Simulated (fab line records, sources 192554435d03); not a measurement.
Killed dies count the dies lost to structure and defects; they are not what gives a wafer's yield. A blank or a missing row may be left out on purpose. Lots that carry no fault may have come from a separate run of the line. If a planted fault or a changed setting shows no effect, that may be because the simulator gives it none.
A struck lot beside a sound one -- flow n5 finfet -- 15 out of 1938 route steps
Sound: these wafers, L799.2, L799.3, L799.4. Wafers L794.2, L794.3, L794.6 were the ones struck. The cause is given at the end.
Order at every step that has rows: each side's tool, ch and its chambers, its first start. Under that, the readings that differ: sound wafers -- struck wafers -- difference of the means -- sigmas: that difference in standard deviations of wafers without a fault.
alike: words and numbers the same on both sides, and readings whose means are apart by under 2 such deviations; not compared: readings that were withheld, readings missing a value for some wafer, numbers with overlapping values and no deviation given by the record, and bounds like >300 which may hide the same value.
A row with sigmas, a row that says differs or no value, or rows on one side alone: a step with any of these is where the two part. When numbers do not overlap yet have no deviation, they are printed without sigmas and do not part them. A reading that every wafer of one side lacks parts them only if that side has two wafers or more.

first, 6 steps without rows for these wafers: N5_BEOL_M15_EBR_06; N5_BEOL_M15_SOFTBAKE_05 (time 60 s); N5_BEOL_M15_EXPOSE_07 (exposes mask V14); N5_BEOL_M15_PEB_08 (peb time 90 s); N5_BEOL_M15_DEVELOP_09 (develop time 45 s); N5_BEOL_M15_HARDBAKE_14 (time 120 s).
N5_BEOL_M15_CD_MEAS_10: target cd 360 nm.
  sound on cd sem-02 ch 0, day 15 16:52; struck on cd sem-01 ch 0, day 14 11:39
  alike: cd nm
N5_BEOL_M15_OVL_MEAS_11:
  sound on overlay-02 ch 0, day 15 16:53; struck on overlay-01 ch 0, day 14 11:41
  alike: V14_OVL
N5_BEOL_M15_INSPECT_12: inspects for defects (macro).
  sound on defect inspect-01, day 15 16:55; struck on defect inspect-01, day 14 11:43
  alike: raw defect count
N5_BEOL_M15_DESCUM_15: chemistry O2, time 7.9 s.
  sound on rie diel-04 ch 0,2, day 15 16:56; struck on rie diel-02 ch 1,2,3, day 14 11:44
  alike: drypump motor current A, oes product au, rf vpp V, showerhead plenum p Torr, throttle valve pct
  not compared: rf hours counter h
N5_BEOL_M15_ETCH_59: etches BARC in N2/H2, target depth 89 nm, overetch 26.7 nm, time 67.9 s.
  sound on rie diel-04 ch 0,2, day 15 16:59; struck on rie diel-02 ch 1,2,3, day 14 11:47
  alike: drypump motor current A, oes product au, rf vpp V, showerhead plenum p Torr, throttle valve pct
  not compared: rf hours counter h
N5_BEOL_M15_VIA_ETCH_16: etches SiO2 in C4F8/O2/Ar, target depth 1792.2 nm.
  sound on rie diel-04 ch 0,2, day 15 17:02; struck on rie diel-02 ch 1,2,3, day 14 11:50
  alike: O2_flow_sccm, drypump motor current A, oes product au, rf vpp V, showerhead plenum p Torr, throttle valve pct
N5_BEOL_M15_STRIP_63: strips in O2.
  sound on rie diel-04 ch 0,2, day 15 17:00; struck on rie diel-02 ch 1,2,3, day 14 12:00
  no value came back on the struck wafers for any of 7 readings (bias power w (W), chamber pressure mTorr (mTorr) and others); on the sound wafers bias power w (W) reads 0 0 0
reading,sound,struck,difference,sigmas
model.coat_of_BEOL_M15_COAT_04.thk nm (nm),0 0 0,340.4 339.6 324.6,+334.9,
  not compared: rf hours counter h
N5_BEOL_M15_STRIP_64: strips in O2.
  sound: rie diel-04 ch 0,2; struck: rie diel-02 ch 1,2,3
  alike: chamber pressure mTorr, drypump motor current A, oes product au, rf vpp V, showerhead plenum p Torr, throttle valve pct
  not compared: rf hours counter h
N5_PASSIVATION_PROBE_49:
  the record holds rows for the sound wafers here (prober-02, day 16 10:08) but none for the struck ones

WHERE THEY PART
Earliest at N5_BEOL_M15_STRIP_63; latest, in this record, at N5_PASSIVATION_PROBE_49.

WHY: what the simulator had put in
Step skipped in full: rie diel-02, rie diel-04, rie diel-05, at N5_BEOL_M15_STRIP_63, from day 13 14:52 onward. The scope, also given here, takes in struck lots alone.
